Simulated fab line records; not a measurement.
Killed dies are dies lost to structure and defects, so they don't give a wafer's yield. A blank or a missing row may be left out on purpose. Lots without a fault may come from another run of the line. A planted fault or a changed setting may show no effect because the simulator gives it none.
fab line records	flow nandHarc	part 2 of 2: steps 26 to 33 of 33
record: lots: 5	wafers: 15	lastDay: 26
route steps=1159 shown P_ZERO_WELL@62 P_STI@69
lots with no fault: from the same line, run without faults
startH: hours from the record's first day to the start of the lot's first wafer shown	waitH: hours from the lot's prior step to this one	" as in the row above	L1.1+2: one row covering several wafers at once	- no value, or no start given	* or withheld: withheld	< > ~ a bound
route shown NAME@n: names a module that has steps shown in the file, with the first one's number in the route	usual: average and standard deviation across the fault-free wafers	same: alike in all rows	chamber/n: place in a boat	sites: per-site readings	_std_site: the values' standard deviation	_edge_site: inner sites' mean taken away from outer sites' mean	radiusMm: how far each site lies from the wafer's centre	mask NAME#n: copy n	behind: the last tool/chamber to shape the wafer	hold: the reason the lot was held/the length of the hold in hours/how it ended	device: the transistor (n, p or np) that didn't switch	end of line: tests run on the same wafers once the route is complete	a step given without rows: its recipe and nothing more	killed: dies lost to structure and defects at the first sort, not the wafer's yield	map: dies across one wafer; x = killed, . = not, _ = none there
set.NAME: setting as actually run; set.NAME@STEP: the setting as run at that earlier step	model.NAME: the simulator's own value behind a step, which no gauge read
lots seen at some steps along the route; tables by step, rows by wafer
services: a tool's chamber out of use, with start hour (startH, from the record's first day; less than 0 if before it), hours out, and reason
== steps ==
step: NHARC_P_STI_DESCUM_14
recipe: timeS: 3	o2FlowSccm: 200	arFlowSccm: 0	biasPowerW: 0	chemistry: O2
usual: drypumpMotorCurrentA: 5.48/0.27	mfcArSccm: 0.012/0.016	oesProductAu: 1.001/0.0072	rfVppV: 58.0/0.87	showerheadPlenumPTorr: 1.94/0.082	throttleValvePct: 11.311/0.0083
lot.wafer	tool	chamber	startH	waitH	drypumpMotorCurrentA	mfcArSccm	oesProductAu	rfHoursCounterH	rfVppV	showerheadPlenumPTorr	throttleValvePct
L074.3	rieDiel-07	0	32.59	-	5.22	0	0.999	3.0	58.3	2.04	11.324
L074.4	"	1	"	"	6.04	0.008	1.005	3.2	58.7	2.02	11.313
L074.2	"	2	"	"	5.63	0	1.011	2.9	59.3	1.99	11.295
L083.1	rieDiel-03	1	91.92	-	5.66	0.015	1.002	1.3	58.1	1.94	11.309
L083.2	"	3	"	"	5.59	0.028	0.998	1.3	58.5	1.86	11.306
L083.4	"	0	"	"	5.96	0.001	0.990	1.4	57.5	1.85	11.322
L091.2	rieDiel-12	3	137.09	-	5.11	0.042	0.992	4.9	59.0	1.88	11.300
L091.5	"	3	"	"	5.08	0.042	0.999	-	57.6	1.87	11.301
L091.6	"	0	"	"	5.33	0	0.987	-	58.0	1.95	11.304
L092.4	rieDiel-07	2	144.98	-	5.63	0	0.994	2.2	57.7	1.99	11.315
L092.3	"	3	"	"	5.38	0	1.006	1.9	58.4	2.07	11.311
L092.1	"	0	"	"	5.23	0	1.004	2.5	58.0	2.04	11.324
L097.1	rieDiel-12	3	175.61	-	5.09	0.042	1.010	8.0	55.7	1.87	11.324
L097.2	"	2	"	"	5.37	0	1.004	8.1	58.1	2.03	11.298
L097.5	"	3	"	"	5.09	0.042	1.011	-	58.1	1.87	11.301
step: NHARC_P_STI_ETCH_42
recipe: targetDepthA: 800	overetchA: 240	timeS: 61	ionEnergyEv: 200	n2FlowSccm: 150	h2FlowSccm: 150	arFlowSccm: 0	rfW: 400	biasW: 150	chemistry: N2/H2
usual: drypumpMotorCurrentA: 5.53/0.27	mfcArSccm: 0.010/0.015	oesProductAu: 0.999/0.0068	rfFwdPowerW: 396.4/1.5	rfVppV: 431.4/2.6	showerheadPlenumPTorr: 2.07/0.091	throttleValvePct: 14.171/0.0099
lot.wafer	tool	chamber	startH	waitH	drypumpMotorCurrentA	mfcArSccm	oesProductAu	rfFwdPowerW	rfHoursCounterH	rfVppV	showerheadPlenumPTorr	throttleValvePct
L074.3	rieDiel-07	1	32.67	0.1	6.02	0.008	0.998	397.5	3.2	434.2	2.15	14.159
L074.2	"	3	"	"	5.42	0	1.013	397.3	2.6	434.9	2.21	14.161
L074.4	"	0	"	"	5.22	0	0.985	395.3	3.0	434.4	2.18	14.175
L083.2	rieDiel-03	1	92.01	0.1	5.65	0.015	0.997	397.2	1.3	431.6	2.07	14.159
L083.4	"	3	"	"	5.52	0.028	0.998	392.4	1.3	429.3	1.98	14.184
L083.1	"	0	"	"	5.95	0.001	0.993	398.4	1.4	428.6	1.97	14.175
L091.2	rieDiel-12	2	137.19	0.1	5.41	0	0.996	398.3	5.3	434.6	2.17	14.185
L091.5	"	1	"	"	5.68	0	0.997	395.1	-	427.3	1.93	14.168
L091.6	"	2	"	"	5.39	0	0.986	394.7	-	433.5	2.17	14.185
L092.4	rieDiel-07	1	145.07	0.1	6.04	0.008	1.004	397.5	2.4	433.3	2.15	14.172
L092.1	"	2	"	"	5.66	0	1.006	396.2	2.2	432.9	2.12	14.193
L092.3	"	3	"	"	5.42	0	1.002	398.0	1.9	435.0	2.21	14.170
L097.2	rieDiel-12	2	175.70	0.1	5.38	0	0.991	394.8	8.1	433.5	2.16	14.164
L097.1	"	0	"	"	5.35	0	1.004	396.3	8.9	431.6	2.07	14.173
L097.5	"	1	"	"	5.69	0	0.996	397.1	-	427.7	1.93	14.178
step: NHARC_P_STI_ETCH_31
recipe: targetDepthA: 1089	timeS: 54.5	cf4FlowSccm: 100	chf3FlowSccm: 30	arFlowSccm: 0	rfW: 500	biasW: 200	chemistry: CF4/CHF3
usual: drypumpMotorCurrentA: 5.50/0.27	mfcArSccm: 0.012/0.016	oesProductAu: 0.960/0.019	rfFwdPowerW: 495.1/1.8	rfVppV: 371.3/2.2	showerheadPlenumPTorr: 1.60/0.061	throttleValvePct: 16.801/0.0094
lot.wafer	tool	chamber	startH	waitH	drypumpMotorCurrentA	mfcArSccm	oesProductAu	rfFwdPowerW	rfHoursCounterH	rfVppV	showerheadPlenumPTorr	throttleValvePct
L074.4	rieDiel-07	3	-	-	5.41	0	0.917	498.3	2.6	374.5	1.70	16.796
L074.3	"	0	"	"	5.21	0	0.921	492.1	3.1	373.9	1.68	16.806
L074.2	"	1	"	"	6.03	0.008	0.928	493.8	3.2	372.4	1.65	16.817
L083.4	rieDiel-03	2	-	-	5.42	0.039	0.965	493.5	1.3	369.4	1.57	16.777
L083.2	"	3	"	"	5.57	0.028	0.982	493.4	1.3	368.8	1.53	16.782
L083.1	"	1	"	"	5.66	0.015	0.972	496.8	1.4	371.0	1.59	16.809
L091.2	rieDiel-12	1	-	-	5.71	0	0.968	499.2	5.2	366.5	1.50	16.794
L091.6	"	3	"	"	5.06	0.042	0.964	494.9	-	369.3	1.54	16.802
L091.5	"	0	"	"	5.33	0	0.962	495.0	-	372.1	1.60	16.807
L092.4	rieDiel-07	2	-	-	5.64	0	0.972	494.5	2.2	371.9	1.63	16.790
L092.3	"	3	"	"	5.39	0	0.977	492.7	2.0	373.8	1.69	16.796
L092.1	"	1	"	"	6.05	0.008	0.956	498.6	2.5	374.1	1.65	16.802
L097.2	rieDiel-12	0	-	-	5.35	0	0.960	493.8	8.9	370.6	1.60	16.798
L097.1	"	2	"	"	5.38	0	0.977	496.6	8.1	373.2	1.66	16.789
L097.5	"	3	"	"	5.06	0.042	0.960	495.7	-	369.6	1.54	16.785
step: NHARC_P_STI_ETCH_15
recipe: targetDepthA: 3000	taperDeg: 4	timeS: 100.1	hbrFlowSccm: 150	cl2FlowSccm: 50	rfW: 400	icpW: 400	biasW: 100	chemistry: HBr/Cl2
usual: drypumpMotorCurrentA: 5.8/0.36	oesProductAu: 0.999/0.0079	rfFwdPowerW: 397.6/1.3	throttleValvePct: 26.405/0.0093
lot.wafer	tool	chamber	startH	waitH	drypumpMotorCurrentA	oesProductAu	rfFwdPowerW	rfHoursCounterH	throttleValvePct
L074.4	rieSi-06	1	32.88	-	6.0	0.991	397.7	0.1	26.402
L074.3	"	2	"	"	6.0	1.010	397.1	0.1	26.379
L074.2	"	3	"	"	6.1	1.015	398.5	0.1	26.388
L083.4	rieSi-06	2	92.21	-	6.0	1.012	398.8	0.7	26.406
L083.1	"	3	"	"	6.1	1.008	398.3	0.5	26.419
L083.2	"	0	"	"	5.4	1.002	398.8	0.6	26.396
L091.2	rieSi-06	3	137.41	-	6.1	0.983	398.7	0.9	26.397
L091.5	"	0	"	"	5.4	0.992	399.5	-	26.404
L091.6	"	3	"	"	6.1	1.002	396.6	-	26.381
L092.3	rieSi-03	3	145.25	-	5.2	0.999	396.9	1.1	26.399
L092.4	"	0	"	"	5.7	1.002	396.3	1.1	26.421
L092.1	"	2	"	"	6.3	0.997	398.3	1.1	26.411
L097.2	rieSi-03	3	175.91	-	5.3	1.004	397.8	0.0	26.409
L097.1	"	1	"	"	5.6	0.996	396.8	0.0	26.408
L097.5	"	2	"	"	6.3	0.995	396.5	-	26.387
step: NHARC_P_STI_CD_MEAS_16
usual: cdNm: 200.2/1.8
lot.wafer	tool	chamber	startH	waitH	cdNm
L074.2	cdSem-01	-	33.03	-	198.4
L074.3	"	-	"	"	199.8
L074.4	"	-	"	"	201.9
L083.1	cdSem-01	-	92.36	-	197.1
L083.2	"	-	"	"	197.2
L083.4	"	-	"	"	200.7
L091.2	cdSem-03	-	137.57	-	202.7
L091.5	"	-	"	"	201.6
L091.6	"	-	"	"	200.2
L092.1	cdSem-02	-	145.41	-	201.8
L092.3	"	-	"	"	200.4
L092.4	"	-	"	"	198.5
L097.1	cdSem-01	-	176.06	-	198.0
L097.2	"	-	"	"	199.6
L097.5	"	-	"	"	198.9
step: NHARC_P_STI_OCD_MEAS_17
usual: trenchDepthNm: 300/3.3	trenchFootCdNm: 158.4/1.7
lot.wafer	tool	chamber	startH	waitH	trenchDepthNm	trenchFootCdNm
L074.2	ocd-02	-	33.11	0.1	306	155.1
L074.3	"	-	"	"	305	157.8
L074.4	"	-	"	"	299	160.1
L083.1	ocd-02	-	92.45	0.1	301	156.3
L083.2	"	-	"	"	299	156.3
L083.4	"	-	"	"	306	158.2
L091.2	ocd-02	-	137.67	0.1	298	159.3
L091.5	"	-	"	"	298	159.5
L091.6	"	-	"	"	302	158.1
L092.1	ocd-02	-	145.50	0.1	299	159.7
L092.3	"	-	"	"	300	157.2
L092.4	"	-	"	"	302	155.3
L097.1	ocd-01	-	176.15	0.1	297	156.4
L097.2	"	-	"	"	299	157.0
L097.5	"	-	"	"	297	155.9
step: NHARC_P_STI_STRIP_19
recipe: timeS: 900	tempC: 130	chemistry: SPM
lot.wafer	tool	chamber	startH	waitH
L074.3+4+2	wetBench-09	6,0,1	33.19	0.1
L083.2+4+1	wetBench-09	0,2,3	92.51	0.1
L091.6+2+5	wetBench-05	4,5,0	137.72	0.0
L092.1+4+3	wetBench-09	4,6,0	145.56	0.1
L097.1+2+5	wetBench-09	2,5,6	176.20	0.1
step: NHARC_P_STI_PRECLEAN_32
recipe: timeS: *	tempC: 50	bathAgeMin: 0	chemistry: SC1
usual: sc1H2o2EndMolL: 0.3698/0.00067
lot.wafer	tool	chamber	startH	waitH	sc1H2o2EndMolL
L074.3	wetBench-09	6	-	-	0.3684
L074.4	"	0	"	"	0.3690
L074.2	"	1	"	"	0.3695
L083.2	wetBench-09	0	-	-	0.3717
L083.4	"	2	"	"	0.3683
L083.1	"	3	"	"	0.3692
L091.6	wetBench-05	4	-	-	0.3705
L091.2	"	5	"	"	0.3700
L091.5	"	0	"	"	0.3697
L092.1	wetBench-09	4	-	-	0.3694
L092.4	"	6	"	"	0.3690
L092.3	"	0	"	"	0.3704
L097.1	wetBench-09	2	-	-	0.3702
L097.2	"	5	"	"	0.3690
L097.5	"	6	"	"	0.3701
== services ==
tool	chamber	startH	hours	kind
rieDiel-03	0	-5.06	3.0	repair
rieDiel-12	0	0.80	17.1	repair
wetBench-02	-	4.00	8.0	pm
rieSi-06	-	6.00	9.0	pm
wetBench-05	-	20.80	8.0	pm
rieDiel-12	-	25.40	9.0	pm
lithoTrack-03	-	38.00	7.0	pm
rieDiel-03	-	38.30	9.0	pm
krfScanner-04	-	43.12	0.4	repair
wetBench-01	-	49.34	8.0	pm
rieDiel-07	-	51.20	9.0	pm
implanter-02	-	56.09	3.0	repair
lithoTrack-05	-	62.01	7.0	pm
krfScanner-04	-	67.53	6.0	repair
rieDiel-12	2	79.52	9.7	repair
implanter-02	-	85.09	13.0	pm
rieDiel-07	3	91.27	1.9	repair
rieDiel-12	3	95.51	6.7	repair
rieDiel-12	2	99.21	3.8	repair
wetBench-09	-	112.80	8.0	pm
implanter-02	-	127.20	2.9	repair
wetBench-06	-	129.63	8.0	pm
wetBench-02	-	162.91	1.7	repair
lithoTrack-02	-	165.00	7.0	pm
